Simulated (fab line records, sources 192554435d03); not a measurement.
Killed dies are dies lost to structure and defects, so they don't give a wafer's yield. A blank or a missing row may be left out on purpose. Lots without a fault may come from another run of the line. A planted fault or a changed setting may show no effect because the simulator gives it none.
fab line records | flow n5_finfet
record lots=24 wafers=72 last_day=17
route steps=1938 shown FIN_SAQP@95 FIN_CUT@167 STI_FIN_REVEAL@183
lots that met no fault: from a run of the same line without faults
start_h: hours from the record's first day to the start of the lot's first wafer shown | wait_h: hours since the lot's step before | " the same as in the row above | L1.1+2: a row that stands for several wafers | - no value, or no start given | * or withheld: withheld | < > ~ a bound
route shown NAME@n: a module of which the file shows steps, and the number in the route of the first | usual: mean/standard deviation of fault-free wafers | same: alike in all rows | chamber/n: place in a boat | sites: the reading at each site | _std_site: their standard deviation | _edge_site: outer sites' mean less inner sites' | radius_mm: how far each site lies from the wafer's centre | mask NAME#n: copy n | behind: the tool/chamber that last shaped the wafer | hold: why the lot was held/for how many hours/how that ended | device: the transistor (n, p or np) that didn't switch | end of line: the same wafers' tests at the end of the route | a step without rows: its recipe alone | killed: dies lost to structure and defects at the first sort, not the wafer's yield | map: a wafer's dies, x killed, . not, _ none there
set.NAME: the setting as run; set.NAME@STEP: as run at that earlier step | model.NAME: the simulator's own value behind a step, which no gauge read
steps of the route over a sample of lots; a table a step, a row a wafer
services: from which hour (start_h, from the record's first day; less than 0 if before it) a tool's chamber was out of use, for how many hours, and why
## steps
# step N5_FIN_SAQP_DENSIFY_62
# recipe temp_c=700 time_s=60 ambient=N2 idle_temp_c=600 ramp_up_c_per_s=150 ramp_down_c_per_s=60 cool_to_c=600
# usual lamp_power_pct=9.84/0.051 wafer_temp_C_max=703.4/0.6
# columns lot.wafer tool chamber start_h wait_h lamp_power_pct wafer_temp_C_max
L074.4 rtp_anneal-02 0 21.53 0.2 9.83 702.6
L074.5 " 0 " " 9.88 703.6
L074.6 " 0 " " 9.85 703.7
L075.1 rtp_anneal-01 0 26.98 0.1 9.80 703.8
L075.3 " 0 " " 9.87 702.6
L075.6 " 0 " " 9.84 703.9
L076.1 rtp_anneal-02 0 34.02 0.1 9.84 702.5
L076.3 " 0 " " 9.76 703.5
L076.5 " 0 " " 9.89 703.7
L077.1 rtp_anneal-02 0 39.95 0.1 9.85 703.8
L077.2 " 0 " " 9.77 702.6
L077.5 " 0 " " 9.81 702.9
L078.1 rtp_anneal-01 0 44.96 0.1 9.80 702.7
L078.3 " 0 " " 9.87 702.9
L078.5 " 0 " " 9.93 702.7
L079.2 rtp_anneal-01 0 50.80 0.1 9.78 702.9
L079.4 " 0 " " 9.92 702.7
L079.5 " 0 " " 9.84 703.6
L080.1 rtp_anneal-01 0 56.09 0.1 9.82 702.2
L080.4 " 0 " " 9.79 703.8
L080.6 " 0 " " 9.84 704.0
L081.3 rtp_anneal-01 0 62.42 0.2 9.84 703.9
L081.4 " 0 " " 9.76 703.5
L081.5 " 0 " " 9.93 704.5
L082.2 rtp_anneal-02 0 69.59 0.4 9.75 703.5
L082.3 " 0 " " 9.85 702.6
L082.6 " 0 " " 9.86 702.6
L083.3 rtp_anneal-02 0 77.76 0.2 9.78 703.1
L083.4 " 0 " " 9.90 702.7
L083.5 " 0 " " 9.83 702.9
L084.4 rtp_anneal-01 0 81.03 0.3 9.88 702.4
L084.5 " 0 " " 9.88 703.0
L084.6 " 0 " " 9.73 702.8
L085.2 rtp_anneal-01 0 86.95 0.3 9.87 703.0
L085.4 " 0 " " 9.83 702.4
L085.5 " 0 " " 9.91 703.2
L086.1 rtp_anneal-02 0 92.93 0.1 9.88 703.8
L086.2 " 0 " " 9.82 703.2
L086.6 " 0 " " 9.78 702.5
L087.1 rtp_anneal-01 0 99.40 0.1 9.84 702.9
L087.2 " 0 " " 9.79 702.7
L087.3 " 0 " " 9.78 703.3
L088.1 rtp_anneal-01 0 105.70 0.3 9.90 703.2
L088.4 " 0 " " 9.88 703.2
L088.5 " 0 " " 9.74 702.7
L089.1 rtp_anneal-02 0 110.77 0.1 9.87 703.1
L089.3 " 0 " " 9.88 703.9
L089.6 " 0 " " 9.80 704.0
L090.3 rtp_anneal-01 0 116.77 0.3 9.91 702.8
L090.4 " 0 " " 9.83 703.5
L090.6 " 0 " " 9.90 703.3
L091.1 rtp_anneal-02 0 122.29 0.1 9.76 703.0
L091.2 " 0 " " 9.84 703.9
L091.6 " 0 " " 9.91 703.6
L092.1 rtp_anneal-01 0 128.46 0.2 9.78 703.8
L092.2 " 0 " " 9.91 703.7
L092.3 " 0 " " 9.81 703.2
L093.3 rtp_anneal-02 0 134.83 0.3 9.85 703.4
L093.4 " 0 " " 9.95 705.3
L093.6 " 0 " " 9.86 703.9
L094.1 rtp_anneal-01 0 141.65 0.1 9.90 704.7
L094.4 " 0 " " 9.85 703.4
L094.6 " 0 " " 9.91 703.2
L095.1 rtp_anneal-02 0 147.85 0.1 9.84 702.8
L095.4 " 0 " " 9.87 703.4
L095.5 " 0 " " 9.79 703.1
L096.3 rtp_anneal-01 0 154.18 0.4 9.82 703.3
L096.4 " 0 " " 9.80 702.8
L096.6 " 0 " " 9.79 703.2
L097.2 rtp_anneal-01 0 160.53 0.8 9.92 703.7
L097.3 " 0 " " 9.91 703.8
L097.6 " 0 " " 9.80 703.6
# step N5_FIN_SAQP_SPACER1_ETCHBACK_25
# recipe chemistry=CHF3/O2 mode=anisotropic_etchback target=SiO2 target_depth_a=244 time_s=12.2 pressure_mtorr=30 source_w=650 bias_w=170 Ar_flow_sccm=200 CHF3_flow_sccm=50 O2_flow_sccm=5 ion_energy_ev=200
# usual drypump_motor_current_A=5.9/0.35 oes_product_au=0.79/0.083 rf_vpp_V=526/6.6 showerhead_plenum_p_Torr=2.45/0.067 throttle_valve_pct=18.92/0.26
# columns lot.wafer tool chamber start_h wait_h drypump_motor_current_A oes_product_au rf_hours_counter_h rf_vpp_V showerhead_plenum_p_Torr throttle_valve_pct
L074.4 rie_diel-03 3 24.50 0.4 5.5 0.76 - 522 2.41 19.10
L074.5 " 0 " " 5.7 0.71 - 535 2.49 19.10
L074.6 " 1 " " 5.5 0.79 - 517 2.33 18.38
L075.1 rie_diel-03 1 30.41 0.4 5.4 0.81 112 516 2.33 18.41
L075.3 " 0 " " 5.7 0.72 186 533 2.49 19.12
L075.6 " 3 " " 5.5 0.76 - 524 2.41 19.11
L076.1 rie_diel-03 0 37.33 0.4 5.7 0.71 189 533 2.49 19.13
L076.3 " 3 " " 5.5 0.77 140 522 2.41 19.11
L076.5 " 2 " " 5.7 1.02 - 527 2.56 18.50
L077.1 rie_diel-03 2 43.84 0.5 5.8 1.00 3 529 2.56 18.48
L077.2 " 0 " " 5.7 0.71 192 534 2.49 19.13
L077.5 " 2 " " 5.7 1.01 - 529 2.56 18.50
L078.1 rie_diel-04 2 47.73 0.4 6.1 0.79 123 527 2.41 19.19
L078.3 " 1 " " 6.5 0.70 197 522 2.49 19.12
L078.5 " 3 " " 6.2 0.79 - 522 2.41 19.08
L079.2 rie_diel-05 2 54.21 0.4 5.5 0.96 6 535 2.46 18.72
L079.4 " 2 " " 5.5 0.95 - 536 2.46 18.70
L079.5 " 1 " " 5.5 0.74 - 534 2.51 18.90
L080.1 rie_diel-04 2 59.08 0.4 6.1 0.79 127 527 2.41 19.20
L080.4 " 0 " " 6.3 0.75 183 532 2.49 18.90
L080.6 " 0 " " 6.3 0.75 - 533 2.49 18.89
L081.3 rie_diel-04 3 65.61 0.4 6.3 0.78 134 524 2.41 19.09
L081.4 " 2 " " 6.1 0.77 129 527 2.41 19.18
L081.5 " 3 " " 6.3 0.79 - 522 2.41 19.10
L082.2 rie_diel-03 1 73.97 0.4 5.4 0.77 129 516 2.32 18.41
L082.3 " 3 " " 5.6 0.75 152 522 2.40 19.15
L082.6 " 0 " " 5.7 0.71 - 532 2.49 19.14
L083.3 rie_diel-04 1 80.61 0.4 6.5 0.70 210 520 2.49 19.17
L083.4 " 0 " " 6.3 0.74 191 533 2.49 18.90
L083.5 " 3 " " 6.3 0.78 - 522 2.41 19.11
L084.4 rie_diel-04 1 84.21 0.5 6.5 0.70 211 523 2.49 19.17
L084.5 " 2 " " 6.1 0.77 - 525 2.41 19.20
L084.6 " 1 " " 6.5 0.71 - 523 2.49 19.14
L085.2 rie_diel-05 0 90.97 0.4 5.7 0.92 8 521 2.57 18.55
L085.4 " 1 " " 5.5 0.73 156 534 2.50 18.91
L085.5 " 3 " " 5.8 0.89 - 515 2.37 18.77
L086.1 rie_diel-05 2 95.84 0.4 5.5 0.91 23 536 2.45 18.72
L086.2 " 0 " " 5.6 0.92 9 523 2.57 18.56
L086.6 " 0 " " 5.7 0.92 - 521 2.57 18.56
L087.1 rie_diel-05 2 102.42 0.4 5.5 0.89 25 537 2.45 18.73
L087.2 " 0 " " 5.6 0.92 12 523 2.57 18.57
L087.3 " 3 " " 5.8 0.89 26 515 2.36 18.75
L088.1 rie_diel-04 1 110.79 0.5 6.4 0.70 220 521 2.48 19.16
L088.4 " 0 " " 6.3 0.73 202 533 2.48 18.93
L088.5 " 2 " " 6.1 0.77 - 527 2.40 19.20
L089.1 rie_diel-05 2 113.54 0.4 5.5 0.89 30 536 2.45 18.73
L089.3 " 0 " " 5.6 0.91 17 521 2.57 18.56
L089.6 " 0 " " 5.6 0.90 - 523 2.57 18.58
L090.3 rie_diel-04 1 119.48 0.4 6.5 0.70 224 521 2.48 19.18
L090.4 " 1 " " 6.5 0.69 - 522 2.48 19.18
L090.6 " 3 " " 6.2 0.77 - 522 2.41 19.13
L091.1 rie_diel-04 0 125.06 0.4 6.3 0.72 209 532 2.48 18.93
L091.2 " 3 " " 6.2 0.77 158 521 2.40 19.14
L091.6 " 2 " " 6.1 0.76 - 526 2.40 19.21
L092.1 rie_diel-04 1 131.52 0.6 6.4 0.69 229 522 2.48 19.17
L092.2 " 3 " " 6.3 0.77 161 522 2.40 19.15
L092.3 " 0 " " 6.3 0.72 212 532 2.48 18.93
L093.3 rie_diel-03 2 138.07 0.7 5.8 0.91 34 527 2.55 18.57
L093.4 " 0 " " 5.7 0.69 218 534 2.48 19.16
L093.6 " 3 " " 5.5 0.74 - 523 2.40 19.16
L094.1 rie_diel-05 1 144.94 0.4 5.5 0.71 174 534 2.49 18.95
L094.4 " 0 " " 5.6 0.89 27 522 2.57 18.59
L094.6 " 2 " " 5.5 0.86 - 535 2.44 18.75
L095.1 rie_diel-05 0 151.14 0.4 5.6 0.87 29 522 2.56 18.60
L095.4 " 3 " " 5.8 0.86 44 516 2.36 18.78
L095.5 " 3 " " 5.8 0.87 - 515 2.36 18.80
L096.3 rie_diel-03 1 159.59 0.4 5.5 0.75 159 515 2.31 18.46
L096.4 " 2 " " 5.8 0.89 42 527 2.55 18.56
L096.6 " 1 " " 5.4 0.75 - 518 2.31 18.47
L097.2 rie_diel-04 2 164.70 0.5 6.1 0.76 157 527 2.40 19.24
L097.3 " 1 " " 6.4 0.69 240 520 2.48 19.21
L097.6 " 3 " " 6.2 0.76 - 522 2.40 19.17
# step N5_FIN_CUT_ETCH_30
# recipe chemistry=N2/H2 target=underlayer target_depth_a=130 mask_material=CAR-EUV time_s=10.4 ion_energy_ev=200 pressure_mtorr=30 source_w=840 bias_w=150 n2_flow_sccm=200 h2_flow_sccm=200 ends=cleared
# usual drypump_motor_current_A=5.8/0.44 etch_rf_on_time_s=10.42/0.15 oes_product_au=0.67/0.084 rf_vpp_V=523.7/2.3 showerhead_plenum_p_Torr=2.54/0.077 throttle_valve_pct=17.78/0.19
# columns lot.wafer tool chamber start_h wait_h drypump_motor_current_A etch_rf_on_time_s oes_product_au rf_hours_counter_h rf_vpp_V showerhead_plenum_p_Torr throttle_valve_pct
L074.4 rie_diel-06 0 28.09 0.0 5.8 10.45 0.59 228 523.1 2.51 17.87
L074.5 " 1 " " 6.7 10.45 0.82 - 528.6 2.71 17.76
L074.6 " 2 " " 5.7 10.61 0.62 - 523.7 2.54 17.64
L075.1 rie_diel-01 3 33.84 0.0 4.7 10.69 0.72 54 522.2 2.48 17.60
L075.3 " 1 " " 5.8 10.55 0.67 104 520.9 2.46 17.51
L075.6 " 2 " " 5.0 10.31 0.76 - 520.9 2.50 17.59
L076.1 rie_diel-02 3 41.14 0.0 5.6 10.41 0.62 162 525.8 2.65 17.91
L076.3 " 2 " " 6.0 10.53 0.60 234 523.4 2.50 18.08
L076.5 " 0 " " 6.0 10.31 0.63 - 523.6 2.53 17.83
L077.1 rie_diel-06 0 47.00 0.0 5.8 10.48 0.58 234 523.3 2.50 17.87
L077.2 " 1 " " 6.7 10.41 0.80 14 527.7 2.70 17.76
L077.5 " 0 " " 5.8 10.51 0.57 - 522.3 2.50 17.87
L078.1 rie_diel-01 3 50.67 0.0 4.7 10.61 0.73 61 523.3 2.48 17.58
L078.3 " 0 " " 5.7 10.61 0.66 109 526.4 2.67 18.06
L078.5 " 1 " " 5.8 10.49 0.68 - 520.8 2.46 17.51
L079.2 rie_diel-06 2 57.24 0.0 5.6 10.45 0.62 183 523.5 2.53 17.66
L079.4 " 0 " " 5.8 10.44 0.57 238 523.3 2.50 17.89
L079.5 " 0 " " 5.8 10.46 0.58 - 522.6 2.50 17.88
L080.1 rie_diel-01 2 62.00 0.0 4.9 10.21 0.75 36 523.7 2.49 17.61
L080.4 " 0 " " 5.7 10.56 0.66 112 525.7 2.67 18.07
L080.6 " 0 " " 5.8 10.62 0.65 - 526.5 2.67 18.05
L081.3 rie_diel-02 3 68.93 0.0 5.6 10.35 0.61 169 527.0 2.65 17.95
L081.4 " 1 " " 6.1 10.38 0.59 238 524.9 2.50 17.99
L081.5 " 0 " " 6.0 10.27 0.64 - 523.7 2.53 17.82
L082.2 rie_diel-06 2 77.23 0.0 5.7 10.50 0.61 189 525.0 2.53 17.65
L082.3 " 1 " " 6.6 10.50 0.79 23 529.2 2.70 17.79
L082.6 " 0 " " 5.7 10.45 0.57 - 522.5 2.50 17.90
L083.3 rie_diel-06 0 83.68 0.0 5.8 10.27 0.58 246 522.0 2.50 17.92
L083.4 " 1 " " 6.7 10.32 0.78 25 528.2 2.70 17.78
L083.5 " 2 " " 5.7 10.44 0.61 - 524.5 2.53 17.65
L084.4 rie_diel-06 0 87.20 0.0 5.8 10.38 0.58 247 522.2 2.50 17.90
L084.5 " 3 " " 5.9 10.08 0.79 - 522.3 2.49 17.52
L084.6 " 2 " " 5.6 10.48 0.62 - 523.4 2.53 17.68
L085.2 rie_diel-02 2 93.93 0.0 6.0 10.62 0.59 250 522.5 2.49 18.10
L085.4 " 3 " " 5.6 10.54 0.61 177 526.7 2.64 17.95
L085.5 " 1 " " 6.0 10.56 0.58 - 523.3 2.50 18.00
L086.1 rie_diel-01 3 98.65 0.0 4.7 10.45 0.71 72 523.4 2.48 17.61
L086.2 " 0 " " 5.7 10.54 0.66 124 526.5 2.66 18.05
L086.6 " 1 " " 5.8 10.54 0.66 - 520.4 2.45 17.55
L087.1 rie_diel-02 3 105.43 0.0 5.6 10.57 0.61 180 525.5 2.64 17.95
L087.2 " 1 " " 6.0 10.56 0.58 249 522.1 2.49 18.03
L087.3 " 0 " " 5.9 10.43 0.62 193 523.8 2.52 17.87
L088.1 rie_diel-02 3 113.69 0.0 5.6 10.51 0.61 183 526.7 2.64 17.94
L088.4 " 3 " " 5.6 10.48 0.60 - 526.4 2.64 17.97
L088.5 " 0 " " 5.9 10.36 0.62 - 524.4 2.52 17.89
L089.1 rie_diel-06 2 116.77 0.0 5.7 10.56 0.60 200 524.1 2.53 17.68
L089.3 " 3 " " 5.9 10.14 0.77 27 521.3 2.48 17.54
L089.6 " 3 " " 5.9 10.18 0.77 - 521.2 2.48 17.52
L090.3 rie_diel-02 3 122.40 0.0 5.6 10.55 0.60 186 525.9 2.64 17.95
L090.4 " 0 " " 5.9 10.43 0.61 - 523.1 2.52 17.89
L090.6 " 3 " " 5.6 10.46 0.60 - 525.9 2.64 17.97
L091.1 rie_diel-06 3 128.20 0.0 5.9 10.17 0.76 30 522.6 2.48 17.54
L091.2 " 2 " " 5.7 10.60 0.60 204 522.4 2.53 17.69
L091.6 " 3 " " 5.9 10.17 0.76 - 520.1 2.48 17.54
L092.1 rie_diel-01 1 134.72 0.0 5.8 10.48 0.65 137 521.1 2.45 17.56
L092.2 " 2 " " 5.0 10.28 0.71 60 521.8 2.48 17.63
L092.3 " 3 " " 4.7 10.48 0.71 77 521.5 2.47 17.62
L093.3 rie_diel-02 0 142.36 0.0 5.9 10.45 0.61 208 524.2 2.52 17.90
L093.4 " 2 " " 6.0 10.27 0.85 - 521.6 2.49 17.68
L093.6 " 0 " " 5.9 10.48 0.61 - 522.2 2.52 17.89
L094.1 rie_diel-01 2 148.85 0.0 4.9 10.16 0.71 65 521.3 2.48 17.64
L094.4 " 1 " " 5.8 10.50 0.65 141 520.9 2.44 17.54
L094.6 " 0 " " 5.7 10.58 0.64 - 529.2 2.65 18.13
L095.1 rie_diel-02 2 155.03 0.0 6.0 10.26 0.83 6 524.0 2.49 17.69
L095.4 " 2 " " 6.0 10.26 0.83 - 523.0 2.49 17.67
L095.5 " 0 " " 5.9 10.38 0.61 - 521.6 2.52 17.91
L096.3 rie_diel-06 0 162.57 0.0 5.8 10.22 0.84 7 521.8 2.49 17.44
L096.4 " 1 " " 6.6 10.52 0.76 - 528.1 2.69 17.82
L096.6 " 0 " " 5.8 10.07 0.84 - 523.8 2.49 17.45
L097.2 rie_diel-02 2 167.56 0.0 6.0 10.28 0.82 11 523.2 2.49 17.69
L097.3 " 3 " " 5.6 10.53 0.59 203 525.0 2.63 17.98
L097.6 " 3 " " 5.6 10.52 0.59 - 527.6 2.63 17.98
# step N5_STI_FIN_REVEAL_ALD_00
# recipe material=SiO2 target_thk_a=10 temp_c=300 ald_precursor_family=BDEAS ald_co_reactant=O2-plasma pulse_time_s=1 pressure_torr=2
# usual heater_power_w=475/43 precursor_pulse_height_rel=1.000/0.023
# columns lot.wafer tool chamber start_h wait_h heater_power_w precursor_pulse_height_rel since_wet_clean_h
L074.4 ald_sin-03 1 29.10 0.0 519 1.009 310
L074.5 " 3 " " 522 0.979 -
L074.6 " 2 " " 454 0.994 -
L075.1 ald_sin-01 2 34.82 0.0 456 1.003 224
L075.3 " 0 " " 417 1.005 224
L075.6 " 0 " " 412 1.003 -
L076.1 ald_sin-01 2 42.08 0.0 474 1.035 231
L076.3 " 3 " " 420 0.958 231
L076.5 " 0 " " 422 0.997 -
L077.1 ald_sin-03 0 47.95 0.0 454 1.000 329
L077.2 " 1 " " 549 0.991 329
L077.5 " 3 " " 537 0.998 -
L078.1 ald_sin-03 2 51.59 0.0 460 0.989 332
L078.3 " 3 " " 535 0.994 332
L078.5 " 0 " " 462 1.022 -
L079.2 ald_sin-03 1 58.17 0.0 537 0.983 339
L079.4 " 0 " " 465 0.959 339
L079.5 " 2 " " 444 0.955 -
L080.1 ald_sin-02 1 63.08 0.0 471 1.032 55
L080.4 " 2 " " 467 0.990 55
L080.6 " 2 " " 455 0.995 -
L081.3 ald_sin-02 3 69.86 0.1 486 1.024 62
L081.4 " 0 " " 512 0.985 62
L081.5 " 3 " " 499 0.995 -
L082.2 ald_sin-03 1 78.19 0.0 543 0.957 359
L082.3 " 3 " " 514 1.004 359
L082.6 " 0 " " 465 0.983 -
L083.3 ald_sin-02 0 84.91 0.1 521 1.000 77
L083.4 " 3 " " 479 0.999 77
L083.5 " 0 " " 512 0.990 -
L084.4 ald_sin-01 0 88.98 0.9 431 0.945 278
L084.5 " 1 " " 547 1.025 -
L084.6 " 2 " " 463 1.011 -
L085.2 ald_sin-01 1 94.85 0.0 565 0.986 284
L085.4 " 0 " " 421 0.968 284
L085.5 " 2 " " 461 0.994 -
L086.1 ald_sin-01 1 100.11 0.6 541 0.990 289
L086.2 " 2 " " 474 0.959 289
L086.6 " 2 " " 454 1.026 -
L087.1 ald_sin-01 2 106.35 0.0 469 1.013 295
L087.2 " 1 " " 548 0.969 295
L087.3 " 3 " " 438 0.982 295
L088.1 ald_sin-01 0 114.74 0.2 415 0.976 304
L088.4 " 0 " " 425 0.999 -
L088.5 " 3 " " 413 1.001 -
L089.1 ald_sin-03 2 117.68 0.0 436 0.989 18
L089.3 " 1 " " 527 0.989 18
L089.6 " 2 " " 431 1.005 -
L090.3 ald_sin-01 3 123.31 0.0 416 0.972 312
L090.4 " 3 " " 413 1.013 -
L090.6 " 2 " " 457 1.033 -
L091.1 ald_sin-03 3 129.93 0.6 522 1.025 31
L091.2 " 0 " " 449 0.983 31
L091.6 " 0 " " 451 0.998 -
L092.1 ald_sin-01 2 135.64 0.0 463 0.955 324
L092.2 " 1 " " 553 0.983 324
L092.3 " 3 " " 418 1.009 324
L093.3 ald_sin-03 3 143.57 0.3 534 0.995 44
L093.4 " 0 " " 452 1.016 44
L093.6 " 0 " " 447 0.990 -
L094.1 ald_sin-03 3 149.94 0.0 527 0.985 51
L094.4 " 2 " " 422 1.019 51
L094.6 " 1 " " 518 0.998 -
L095.1 ald_sin-03 1 157.98 2.1 512 1.017 59
L095.4 " 2 " " 436 1.020 59
L095.5 " 0 " " 445 0.988 -
L096.3 ald_sin-02 3 164.59 1.1 486 1.020 157
L096.4 " 2 " " 466 1.002 157
L096.6 " 3 " " 504 0.990 -
L097.2 ald_sin-03 2 168.51 0.1 422 1.046 69
L097.3 " 3 " " 525 1.027 69
L097.6 " 3 " " 518 1.014 -
# step N5_STI_FIN_REVEAL_RECESS_09
# recipe chemistry=HF/NH3 target=SiO2 afs_cycles=11 target_depth_a=425 temp_c=30 sublimation_temp_c=180 sublimation_time_s=60
# usual drypump_motor_current_A=5.4/0.37
# columns lot.wafer tool chamber start_h wait_h drypump_motor_current_A
L074.4 vapor_etch-01 0 35.86 0.6 5.4
L074.5 " 0 " " 5.4
L074.6 " 1 " " 5.1
L075.1 vapor_etch-01 1 41.44 0.0 5.1
L075.3 " 1 " " 5.1
L075.6 " 0 " " 5.4
L076.1 vapor_etch-01 1 48.71 0.0 5.0
L076.3 " 0 " " 5.4
L076.5 " 1 " " 5.1
L077.1 vapor_etch-02 0 54.44 0.0 6.1
L077.2 " 1 " " 5.1
L077.5 " 1 55.50 1.1 5.1
L078.1 vapor_etch-01 0 58.07 0.0 5.5
L078.3 " 0 " " 5.4
L078.5 " 1 " " 5.1
L079.2 vapor_etch-01 0 64.12 0.0 5.5
L079.4 " 1 " " 5.0
L079.5 " 1 " " 5.1
L080.1 vapor_etch-01 0 69.07 0.0 5.4
L080.4 " 1 " " 5.0
L080.6 " 0 " " 5.4
L081.3 vapor_etch-01 1 76.27 0.6 5.0
L081.4 " 0 " " 5.4
L081.5 " 0 " " 5.4
L082.2 vapor_etch-02 0 84.07 0.0 6.1
L082.3 " 1 " " 5.1
L082.6 " 0 " " 6.0
L083.3 vapor_etch-02 1 91.37 0.6 5.1
L083.4 " 0 " " 6.1
L083.5 " 0 " " 6.1
L084.4 vapor_etch-01 0 95.45 0.6 5.4
L084.5 " 0 " " 5.4
L084.6 " 1 " " 5.1
L085.2 vapor_etch-01 1 101.29 0.0 5.1
L085.4 " 0 " " 5.4
L085.5 " 0 " " 5.4
L086.1 vapor_etch-01 0 106.25 0.0 5.4
L086.2 " 1 " " 5.1
L086.6 " 1 107.31 1.1 5.0
L087.1 vapor_etch-01 1 112.26 0.0 5.0
L087.2 " 0 " " 5.4
L087.3 " 1 " " 5.0
L088.1 vapor_etch-02 1 120.61 0.0 5.1
L088.4 " 0 " " 6.0
L088.5 " 0 " " 6.1
L089.1 vapor_etch-01 1 123.72 0.0 5.0
L089.3 " 0 " " 5.5
L089.6 " 0 " " 5.4
L090.3 vapor_etch-02 0 129.72 0.6 6.1
L090.4 " 1 " " 5.1
L090.6 " 1 " " 5.1
L091.1 vapor_etch-01 1 136.65 0.0 5.0
L091.2 " 0 " " 5.4
L091.6 " 0 137.71 1.1 5.4
L092.1 vapor_etch-01 0 141.67 0.0 5.4
L092.2 " 1 " " 5.0
L092.3 " 0 " " 5.4
L093.3 vapor_etch-02 0 150.22 0.6 6.1
L093.4 " 1 " " 5.1
L093.6 " 0 " " 6.1
L094.1 vapor_etch-01 0 155.84 0.0 5.5
L094.4 " 0 " " 5.4
L094.6 " 0 " " 5.5
L095.1 vapor_etch-02 1 163.87 0.0 5.1
L095.4 " 1 " " 5.1
L095.5 " 1 " " 5.1
L096.3 vapor_etch-02 0 170.99 0.6 6.1
L096.4 " 1 " " 5.1
L096.6 " 0 " " 6.0
L097.2 vapor_etch-02 1 174.40 0.0 5.1
L097.3 " 1 " " 5.1
L097.6 " 0 " " 6.0
# step N5_STI_FIN_REVEAL_ETCH_34
# recipe chemistry=H2 mode=isotropic material=Si target=Si target_depth_a=9.7 temp_c=20 pressure_mtorr=4.5 icp_w=300 bias_w=0 h2_flow_sccm=7.5 he_flow_sccm=142.5
# usual drypump_motor_current_A=5.7/0.52 oes_product_au=1.002/0.018 throttle_valve_pct=25.9/0.35
# columns lot.wafer tool chamber start_h wait_h drypump_motor_current_A oes_product_au rf_hours_counter_h throttle_valve_pct
L074.4 rie_si-02 0 37.48 0.1 6.3 1.002 12 25.6
L074.5 " 0 " " 6.3 0.992 - 25.6
L074.6 " 1 " " 5.7 1.043 - 26.3
L075.1 rie_si-06 2 43.53 0.2 5.0 1.009 107 25.9
L075.3 " 1 " " 5.8 0.989 72 25.7
L075.6 " 1 " " 5.8 0.979 - 25.7
L076.1 rie_si-01 0 50.84 0.2 5.5 1.026 156 26.3
L076.3 " 2 " " 5.1 1.008 28 25.5
L076.5 " 2 " " 5.1 1.003 - 25.5
L077.1 rie_si-01 3 56.55 0.2 6.3 0.995 190 25.7
L077.2 " 0 " " 5.5 1.029 156 26.3
L077.5 " 0 " " 5.5 1.021 - 26.3
L078.1 rie_si-01 1 60.16 0.2 6.6 1.002 184 26.3
L078.3 " 0 " " 5.5 1.029 156 26.2
L078.5 " 2 " " 5.2 1.006 - 25.5
L079.2 rie_si-06 3 66.21 0.1 6.0 0.997 130 26.5
L079.4 " 0 " " 5.2 0.976 129 25.7
L079.5 " 1 " " 5.8 0.983 - 25.7
L080.1 rie_si-02 2 71.18 0.2 5.2 0.971 127 26.1
L080.4 " 3 " " 5.5 0.981 45 25.5
L080.6 " 3 " " 5.5 0.983 - 25.5
L081.3 rie_si-01 3 77.85 0.1 6.3 1.000 190 25.7
L081.4 " 2 " " 5.2 1.012 29 25.4
L081.5 " 2 " " 5.2 1.014 - 25.5
L082.2 rie_si-01 0 86.16 0.1 5.5 1.026 156 26.3
L082.3 " 2 " " 5.2 1.009 29 25.5
L082.6 " 1 " " 6.6 1.004 - 26.3
L083.3 rie_si-06 1 93.17 0.1 5.8 0.981 73 25.7
L083.4 " 2 " " 5.1 0.999 108 25.9
L083.5 " 0 " " 5.2 0.991 - 25.7
L084.4 rie_si-06 2 97.01 0.1 5.0 1.000 108 25.9
L084.5 " 2 " " 5.0 1.008 - 25.9
L084.6 " 3 " " 6.0 1.003 - 26.5
L085.2 rie_si-06 1 103.38 0.1 5.8 0.983 73 25.7
L085.4 " 0 " " 5.2 0.979 130 25.7
L085.5 " 1 " " 5.8 0.995 - 25.7
L086.1 rie_si-01 3 108.34 0.2 6.3 1.004 191 25.7
L086.2 " 0 " " 5.5 1.033 157 26.2
L086.6 " 2 " " 5.1 1.015 - 25.5
L087.1 rie_si-01 3 114.35 0.2 6.2 1.004 191 25.7
L087.2 " 2 " " 5.2 1.010 29 25.5
L087.3 " 1 " " 6.6 1.001 185 26.3
L088.1 rie_si-02 0 122.70 0.2 6.3 0.990 13 25.6
L088.4 " 1 " " 5.7 1.030 106 26.3
L088.5 " 2 " " 5.2 0.986 - 26.1
L089.1 rie_si-01 3 125.84 0.2 6.3 0.988 191 25.7
L089.3 " 0 " " 5.5 1.026 157 26.3
L089.6 " 2 " " 5.1 1.012 - 25.5
L090.3 rie_si-02 0 131.30 0.1 6.3 0.997 13 25.6
L090.4 " 2 " " 5.2 0.982 129 26.1
L090.6 " 0 " " 6.3 0.993 - 25.6
L091.1 rie_si-02 0 138.74 0.2 6.3 0.997 14 25.6
L091.2 " 3 " " 5.5 0.989 46 25.5
L091.6 " 3 " " 5.5 0.984 - 25.5
L092.1 rie_si-06 1 143.77 0.2 5.8 0.987 74 25.7
L092.2 " 0 " " 5.2 0.984 131 25.7
L092.3 " 2 " " 5.1 0.992 108 25.9
L093.3 rie_si-01 1 151.79 0.1 6.6 0.999 185 26.3
L093.4 " 3 " " 6.3 1.001 192 25.7
L093.6 " 2 " " 5.2 1.010 - 25.4
L094.1 rie_si-01 0 157.94 0.2 5.5 1.028 158 26.3
L094.4 " 2 " " 5.1 1.004 30 25.5
L094.6 " 2 " " 5.2 1.012 - 25.4
L095.1 rie_si-02 2 165.96 0.2 5.2 0.977 129 26.1
L095.4 " 3 " " 5.5 0.993 47 25.5
L095.5 " 3 " " 5.5 0.997 - 25.5
L096.3 rie_si-02 2 172.55 0.1 5.2 0.958 129 26.1
L096.4 " 3 " " 5.5 0.987 47 25.5
L096.6 " 0 " " 6.3 0.977 - 25.6
L097.2 rie_si-06 3 176.49 0.1 6.0 1.012 132 26.5
L097.3 " 1 " " 5.8 0.990 74 25.7
L097.6 " 1 " " 5.8 0.989 - 25.7
## services
# columns tool chamber start_h hours kind
ald_sin-01 0 -2.41 13.3 repair
ald_sin-03 2 1.92 4.6 repair
ald_sin-03 0 8.47 2.9 repair
ald_sin-01 - 13.03 0.2 repair
rie_diel-04 2 14.12 5.1 repair
rie_si-01 - 36.94 1.2 repair
rie_diel-05 3 55.27 10.0 repair
ald_sin-03 - 62.26 1.1 repair
rie_diel-04 2 65.79 6.7 repair
ald_sin-03 - 85.25 14.0 pm
rie_diel-03 3 95.34 22.6 repair
rie_diel-03 0 103.91 18.7 repair
rie_si-02 1 105.25 3.5 repair
rie_diel-02 2 105.26 7.6 repair
rie_diel-03 - 112.50 2.8 repair
rie_diel-06 0 115.84 5.3 repair
rie_diel-04 2 116.92 6.0 repair
rie_diel-06 1 128.14 16.7 repair
rie_diel-02 2 132.32 6.3 repair
rie_si-01 2 135.43 9.0 repair
ald_sin-01 - 136.65 28.1 pm
rie_diel-06 2 142.69 23.3 repair
rtp_anneal-02 - 151.31 10.7 pm
ald_sin-01 - 164.75 6.0 pm
## key
fault none
